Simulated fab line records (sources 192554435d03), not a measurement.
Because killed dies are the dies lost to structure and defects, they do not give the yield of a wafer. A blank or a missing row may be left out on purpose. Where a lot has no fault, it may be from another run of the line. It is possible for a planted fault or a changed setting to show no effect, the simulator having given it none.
Chamber matching + flow n5-finfet + rie-diel-01 running N5_BEOL_M8_ETCH_65: 4 sister chambers
The step etches SiARC in CF4, target depth 15.6 nm, time 26 s. 14 wafers are shown with their chamber, then 7 later ones without.

EACH WAFER AND ITS CHAMBER
| wafer  | chamber | drypump-motor-current-A (A) | showerhead-plenum-p-Torr (Torr) | throttle-valve-pct (%) |
|--------|---------|-----------------------------|---------------------------------|------------------------|
| L075.3 | 3       | 6.1                         | 2.17                            | 15.70                  |
| L075.5 | 2       | 5.9                         | 2.14                            | 15.52                  |
| L075.6 | 1       | 6.6                         | 2.12                            | 15.91                  |
| L086.2 | 2       | 5.9                         | 2.14                            | 15.57                  |
| L086.4 | 0       | 6.5                         | 2.26                            | 15.70                  |
| L086.6 | 3       | 6.1                         | 2.16                            | 15.72                  |
| L089.1 | 2       | 5.9                         | 2.14                            | 15.57                  |
| L089.3 | 0       | 6.5                         | 2.26                            | 15.73                  |
| L089.4 | 1       | 6.6                         | 2.12                            | 15.95                  |
| L091.1 | 0       | 6.4                         | 2.25                            | 15.74                  |
| L091.2 | 3       | 6.1                         | 2.16                            | 15.76                  |
| L091.5 | 0       | 6.4                         | 2.25                            | 15.73                  |
| L093.1 | 1       | 6.6                         | 2.11                            | 15.98                  |
| L093.2 | 2       | 5.9                         | 2.13                            | 15.58                  |

SIGNATURES (averages over the wafers above)
| reading                  | chamber 0 | chamber 1 | chamber 2 | chamber 3 | scatter within a chamber |
|--------------------------|-----------|-----------|-----------|-----------|--------------------------|
| drypump-motor-current-A  | 6.450     | 6.600     | 5.900     | 6.100     | 0.0316                   |
| showerhead-plenum-p-Torr | 2.2550    | 2.1167    | 2.1375    | 2.1633    | 0.00555                  |
| throttle-valve-pct       | 15.7250   | 15.9467   | 15.5600   | 15.7267   | 0.0273                   |
Rule: distance of a wafer from a chamber = root of the sum over the readings of ((wafer's reading minus chamber's mean) / reading's scatter) squared. The wafer belongs to the nearest chamber; if the next one is less than 2 further off, it can't be placed. The scatter is the square root of a quotient: the sum, over the shown wafers, of each reading's squared deviation from its chamber's mean, divided by wafers minus chambers.

WAFERS MISSING THEIR CHAMBER
| wafer  | drypump-motor-current-A (A) | showerhead-plenum-p-Torr (Torr) | throttle-valve-pct (%) |
|--------|-----------------------------|---------------------------------|------------------------|
| L093.5 | 6.6                         | 2.11                            | 16.00                  |
| L094.2 | 6.5                         | 2.25                            | 15.74                  |
| L094.3 | 6.6                         | 2.11                            | 15.97                  |
| L094.5 | 6.1                         | 2.16                            | 15.76                  |
| L096.1 | 5.9                         | 2.13                            | 15.62                  |
| L096.2 | 6.5                         | 2.25                            | 15.76                  |
| L096.6 | 6.1                         | 2.16                            | 15.77                  |

THE CHAMBER EACH PASSED THROUGH
| wafer  | from the rows above | in truth |
|--------|---------------------|----------|
| L093.5 | 1                   | 1        |
| L094.2 | 0                   | 0        |
| L094.3 | 1                   | 1        |
| L094.5 | 3                   | 3        |
| L096.1 | 2                   | 2        |
| L096.2 | 0                   | 0        |
| L096.6 | 3                   | 3        |
Correct placement for 7 of the 7. Can't be placed from these rows: 0. 0 placed wrongly.
